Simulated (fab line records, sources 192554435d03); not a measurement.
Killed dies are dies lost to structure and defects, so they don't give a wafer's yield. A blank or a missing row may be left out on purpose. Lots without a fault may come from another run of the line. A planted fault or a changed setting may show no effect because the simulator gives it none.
Problem report in the 8D (eight disciplines) form, filled by code | flow n5_finfet | the parts of the form that need people (team, actions taken, sign-off) are left out
Where a reading is given only as a bound, like >300, the bound stands for it, and a mean or a difference that rests on one is marked > or <: the true number lies beyond.

1. THE PROBLEM
raw_defect_count at N5_BEOL_M0_SAQP_INSPECT_42 reads a mean of 1260 on 5 wafers of 3 lots; wafers without a fault read 352 with a standard deviation of 99. That is +9.2 standard deviations from the usual mean.
The step: inspects for defects (brightfield).
First seen on wafer L200.4, day 7 18:48, on defect_inspect-01. The record holds 24 wafers of 8 lots with a number at this step. Rule for "out", or "out of limits": more than 4 standard deviations from the usual mean. The other wafers with a number count as sound.

2. WHAT IT IS AND WHAT IT IS NOT
question                    | is                                     | is not
which readings at this step | raw_defect_count                       | -
which lots                  | L200, L201, L203                       | L193, L195, L199, L214, L215
which wafers of those lots  | L200.4, L201.1, L201.5, L203.2, L203.6 | L200.2, L200.5, L201.2, L203.5
read on which gauges        | defect_inspect-01                      | defect_inspect-02
when                        | from day 7 18:48                       | up to then (11 sound wafers); but 8 sound wafers of L201, L203, L214, L215 came after

3. SUSPECTS, AND WHAT RULES EACH OUT
Counting: a tool at a process step up to the reading stays a suspect if it ran every lot that is out. Sound lots after the first of them don't rule it out here, since some wafers of a struck lot are sound.
- the gauge at N5_BEOL_M0_SAQP_INSPECT_42: ruled out. All the wafers that are out were read on defect_inspect-01, but those of them that N5_PASSIVATION_PROBE_49 has rows for are out there too, on other tools.
- vapor_etch-02 at N5_BEOL_M0_SAQP_RECESS_114 (chemistry HF/NH3, target SiO2, target depth 14.4 nm, afs cycles 3, sublimation time 60 s): kept. It ran every lot that is out, first L200 (day 7 14:48); its last sound lot up to then is L195 (day 6 18:26).
- Within vapor_etch-02 at N5_BEOL_M0_SAQP_RECESS_114: the wafers that are out ran in chamber 1; their sound lot-mates ran in chamber 0.
Left after counting: vapor_etch-02 at N5_BEOL_M0_SAQP_RECESS_114.

4. THE CAUSE (what the simulator had put in)
Chamber particle source: vapor_etch-02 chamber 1, from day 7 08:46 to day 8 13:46, at N5_BEOL_M0_SAQP_RECESS_114. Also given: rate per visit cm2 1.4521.
Counting left only this tool.

5. THE CHAIN OF EFFECTS, in route order
Each row: a reading whose mean over the struck wafers that have a number lies more than 3 standard deviations from the usual. Only readings for which the record gives a usual standard deviation are gone through. hours: the time from each lot's start at the first step in this table that gives one to its start at this step, as a median over the lots. sigmas: the change in usual standard deviations.
hours | step                       | reading              | usual  | on struck wafers | change | sigmas
0     | N5_BEOL_M0_SAQP_INSPECT_42 | raw_defect_count     | 352    | 1260             | +908   | +9.2
1     | N5_BEOL_M0_CUTY_INSPECT_59 | raw_defect_count     | 2.0    | >300             | >+298  | +99 or more
188   | N5_PASSIVATION_PROBE_49    | defect_limited_yield | 91.1 % | 84.3             | -6.8   | -4.8
188   | N5_PASSIVATION_PROBE_49    | killed_at_M0_to_M3   | 33     | 117              | +84    | +8.4
188   | N5_PASSIVATION_PROBE_49    | killed_dies          | 105    | 185              | +80    | +5.0
188   | N5_PASSIVATION_PROBE_49    | killed_on_rim        | 13     | 31               | +18    | +5.0
188   | N5_PASSIVATION_PROBE_49    | sort_bin_5_function  | 5.2 %  | 9.2              | +4.0   | +4.6
188   | N5_PASSIVATION_PROBE_49    | sort_n_pass          | 1075   | 995              | -80    | -5.0
188   | N5_PASSIVATION_PROBE_49    | sort_yield_pct       | 91.1 % | 84.3             | -6.8   | -4.8
The process steps in it:
- N5_PASSIVATION_PROBE_49
Later measuring or inspecting steps at which every struck wafer that the step has a row for has a number for every such reading, and none has moved that far: N5_BEOL_M4_RC_MEAS_101.

6. WHAT WOULD HAVE CAUGHT IT SOONER
In this record the first reading out of limits at a measuring or inspecting step was taken at day 7 18:48, 10 hours after the fault began at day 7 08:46.
Of the tool readings at N5_BEOL_M0_SAQP_RECESS_114 for which the record gives a usual standard deviation, none was out on any struck wafer, so an alarm limit of 4 standard deviations on them would not have fired.
Of the lots that are out (3), L201, L203 began N5_BEOL_M0_SAQP_RECESS_114 on vapor_etch-02 after day 7 18:48. A hold on the tool at that time would have spared those 2.
